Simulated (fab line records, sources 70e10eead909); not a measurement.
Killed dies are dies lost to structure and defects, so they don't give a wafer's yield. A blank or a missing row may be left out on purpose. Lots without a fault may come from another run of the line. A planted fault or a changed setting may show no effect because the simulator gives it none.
One fault seen from 3 desks | flow nand_harc | each desk has only its own numbers; what lay behind them comes last

THE TOOL OWNER'S DESK: arfi_scanner-01
The tool's own readings at NHARC_P_M2_EXPOSE_06 (exposes mask P M2, target cd 170 nm): means of the sampled wafers that have a number, for each lot that ran on this tool. A lot is out of limits, marked OUT, if its mean lies more than 4 standard deviations from the usual mean; the brackets give that distance.
Columns: A = exposure_dose_mJ_cm2 at NHARC_P_M2_EXPOSE_06, usual 80.78; B = stage_vel_mm_s at NHARC_P_M2_EXPOSE_06, usual 499.98 mm/s
lot  | first seen here | A                       | B
L324 | day 7 23:34     | 80.93                   | 499.98
L325 | day 8 09:53     | 80.82                   | 500.10
L332 | day 9 22:40     | 64.26 (-99 or more) OUT | 499.93
L334 | day 10 07:35    | 67.60 (-99 or more) OUT | 499.95
This desk's finding: out of limits on L332, L334; first on L332, day 9 22:40 (exposure_dose_mJ_cm2 at NHARC_P_M2_EXPOSE_06). In limits: L324, L325.

THE METROLOGY DESK
What the gauges read, lot by lot, whatever tool the lot ran on: means of the sampled wafers that have a number. A lot is out of limits, marked OUT, if its mean lies more than 4 standard deviations from the usual mean; the brackets give that distance.
Columns: A = cd_nm at NHARC_P_M2_CD_MEAS_09, usual 170.3 nm
lot  | first seen here | A
L317 | day 6 18:19     | 169.7
L322 | day 7 09:57     | 170.8
L323 | day 7 14:40     | 170.8
L324 | day 7 23:43     | 169.7
L325 | day 8 10:01     | 171.1
L326 | day 8 13:14     | 169.6
L332 | day 9 22:48     | 157.7 (-16) OUT
L334 | day 10 07:43    | 159.8 (-13) OUT
L336 | day 10 21:58    | 170.4
L339 | day 11 11:53    | 169.2
L338 | day 11 12:02    | 169.3
This desk's finding: out of limits on L332, L334; first on L332, day 9 22:48 (cd_nm at NHARC_P_M2_CD_MEAS_09). In limits: L317, L322, L323, L324, L325, L326, L336, L339, L338.

THE DEFECT DESK
What the inspections along the route counted, lot by lot: means of the sampled wafers that have a number. A lot is out of limits, marked OUT, if its mean lies more than 4 standard deviations from the usual mean; the brackets give that distance.
Columns: A = raw_defect_count at NHARC_P_M1_INSPECT_11, usual 4.2
lot  | first seen here | A
L317 | day 6 14:17     | 3.3
L322 | day 7 05:06     | 2.0
L323 | day 7 10:13     | 4.7
L324 | day 7 19:14     | 3.7
L325 | day 8 06:05     | 6.3
L326 | day 8 09:11     | 4.3
L332 | day 9 18:46     | 2.3
L334 | day 10 03:16    | 2.0
L336 | day 10 17:44    | 5.7
L339 | day 11 07:33    | 3.0
L338 | day 11 07:35    | 5.0
This desk's finding: nothing out of limits on any of the 11 lots.

PUT TOGETHER
The tool owner's desk could have raised an alarm at day 9 22:40, on L332, L334.
The metrology desk could have raised an alarm at day 9 22:48, on L332, L334.
The defect desk saw nothing out of limits.
The defect desk has L332, L334 on record, within its limits.
Of the lots named, all ran NHARC_P_M2_EXPOSE_06 on arfi_scanner-01.

WHAT THE SIMULATOR HAD PUT IN
Process parameter drift: arfi_scanner-01, from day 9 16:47 on, at NHARC_P_M2_EXPOSE_06. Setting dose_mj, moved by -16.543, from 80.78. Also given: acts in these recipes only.
Lots struck among those shown: L332, L334.
Hours from the fault's start to each desk's first reading out of limits: the tool owner's desk, 6; the metrology desk, 6.
